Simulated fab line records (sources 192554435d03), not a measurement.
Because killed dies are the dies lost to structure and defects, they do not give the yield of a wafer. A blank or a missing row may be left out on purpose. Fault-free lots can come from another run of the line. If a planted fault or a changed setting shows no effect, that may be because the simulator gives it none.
2 desks looking at one fault -- flow n5Finfet -- each desk holds nothing but its own numbers, with what lay behind them at the end

== DESK OF THE TOOL OWNER: rieDiel-06 ==
The tool's own readings at N5_BEOL_M3_ETCH_74 (etches underlayer in N2/H2, target depth 6.5 nm, time 5.2 s): means of the sampled wafers that have a number, for each lot that ran on this tool. Any lot whose mean is over 4 standard deviations away from the usual mean is out of limits and marked OUT; that distance is given in the brackets.
Columns: A = drypumpMotorCurrentA at N5_BEOL_M3_ETCH_74, usual 5.8 A; B = etchRfOnTimeS at N5_BEOL_M3_ETCH_74, usual 5.31 s; C = oesProductAu at N5_BEOL_M3_ETCH_74, usual 0.64 a.u.; D = rfVppV at N5_BEOL_M3_ETCH_74, usual 524.3 V; E = showerheadPlenumPTorr at N5_BEOL_M3_ETCH_74, usual 2.56 Torr; F = throttleValvePct at N5_BEOL_M3_ETCH_74, usual 17.94 %
lot,first seen here,A,B,C,D,E,F
L928,day 7 04:13,5.8,5.32,0.63,522.0,2.44,18.01
L930,day 8 07:59,5.6,5.27,0.65,521.6,2.48,17.96
L934,day 8 22:55,5.6,4.32 (-6.2) OUT,0.72,522.1,2.47,18.07
L936,day 9 05:40,5.4,4.56 (-4.7) OUT,0.71,523.5,2.51,17.88
L939,day 10 06:57,5.7,4.80,0.66,522.1,2.48,18.09
L949,day 12 20:13,5.6,5.18,0.62,521.4,2.46,18.11
This desk finds L934, L936 out of limits, L934 being first, at day 8 22:55 (etchRfOnTimeS at N5_BEOL_M3_ETCH_74). L928, L930, L939, L949 stayed within limits.

== FROM THE METROLOGY DESK ==
Lot by lot, what the gauges showed, no matter which tool ran the lot: averages of those sampled wafers that carry a number. Any lot whose mean is over 4 standard deviations away from the usual mean is out of limits and marked OUT; that distance is given in the brackets. Shown here are 7 of its 12 readings, the ones lying furthest out on some lot.
Columns: A = cdNm at N5_BEOL_M3_CD_MEAS_18, usual 17.8 nm; B = IOFF_P at N5_BEOL_M4_RC_MEAS_101, usual 0.22 nA/um; C = ION_N at N5_BEOL_M4_RC_MEAS_101, usual 677 uA/um; D = ION_P at N5_BEOL_M4_RC_MEAS_101, usual 466 uA/um; E = SS_N at N5_BEOL_M4_RC_MEAS_101, usual 71.5 mV/dec; F = VT_N at N5_BEOL_M4_RC_MEAS_101, usual 249 mV; G = VT_P at N5_BEOL_M4_RC_MEAS_101, usual -248.9 mV
lot,first seen here,A,B,C,D,E,F,G
L928,day 7 04:01,17.3,0.19,672,461,71.5,251,-250.5
L930,day 8 07:49,18.0,0.21,673,459,72.2,250,-250.8
L934,day 8 22:40,17.5,0.30,695,482,71.4,244,-243.4
L936,day 9 05:31,17.9,0.20,672,468,71.0,251,-248.1
L939,day 10 06:47,17.2,0.23,676,466,71.3,251,-247.7
L940,day 10 19:13,18.1,0.24,679,468,72.6,251,-247.9
L941,day 10 23:41,18.2,0.26,677,472,71.6,248,-247.3
L947,day 12 11:10,17.8,0.21,672,468,70.8,251,-247.8
L949,day 12 19:53,17.7,0.24,682,470,71.6,248,-246.8
L950,day 12 21:20,18.2,0.23,680,468,71.6,248,-248.5
This desk's verdict: no lot among the 10 shows anything out of limits.

== BROUGHT TOGETHER ==
The tool owner's desk had the chance to raise an alarm at day 8 22:55 on L934, L936.
From the metrology desk's view, nothing was out of limits.
The metrology desk holds a record of L934, L936, inside its limits.
All the named lots went through N5_BEOL_M3_ETCH_74 on rieDiel-06.

== WHAT THE SIMULATOR PUT IN ==
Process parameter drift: rieDiel-06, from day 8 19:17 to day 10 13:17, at N5_BEOL_M3_ETCH_74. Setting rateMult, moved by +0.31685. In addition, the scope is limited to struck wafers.
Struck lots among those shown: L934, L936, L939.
Each desk's first reading out of limits, in hours after the fault started: the tool owner's desk, 4.
